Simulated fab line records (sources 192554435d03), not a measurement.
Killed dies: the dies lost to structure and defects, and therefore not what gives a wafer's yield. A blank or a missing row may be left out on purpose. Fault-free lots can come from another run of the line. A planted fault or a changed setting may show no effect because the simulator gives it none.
Which of the tools did it?    flow n5-finfet    12 lots (36 wafers sampled), 1 step of a 1938-step route

## WHAT THE GAUGES READ, wafer by wafer
N5_BEOL_M12_INSPECT_30: inspects for defects (macro).
lot   measured      on                 raw-defect-count
L076  day 12 04:24  defect-inspect-02  2 6 1
L077  day 12 11:38  defect-inspect-02  1 1 2
L079  day 13 05:53  defect-inspect-01  0 1 2
L080  day 13 17:54  defect-inspect-01  3 1 1
L083  day 13 22:59  defect-inspect-02  3 1 3
L085  day 14 17:53  defect-inspect-02  3 3 3
L089  day 15 13:19  defect-inspect-01  3 2 2
L091  day 15 19:55  defect-inspect-01  1 1 2
L090  day 16 12:51  defect-inspect-02  1 3 4
L095  day 17 08:29  defect-inspect-02  3 1 2
L093  day 17 12:43  defect-inspect-01  0 2 2
L097  day 18 14:16  defect-inspect-02  2 2 6

## WHAT TOOL EACH LOT RAN ON (gives the tool, then ch and the chambers of the sampled wafers, and finally the start)
Before these readings, the record contains no process step.

## THE ANSWER, worked out from the rows above alone
Rule: the lots themselves supply what counts as usual. Put in order of their means at a reading, lots are off if they are a third of the lots or fewer, leave a main group of 4 or more, and stand apart from it by a gap of 3 or more times the standard deviation of the main group's means; of several such gaps the widest counts. A main group whose means are all the same, to the digits that the tables above print for the reading, isn't used. A lot without any number at a reading at which 4 lots or more have one is off too. Any other lot the step has rows for is counted as sound.
No lot is off on any of the readings shown, so nothing can be concluded from this.

## WHAT WAS PUT IN BY THE SIMULATOR
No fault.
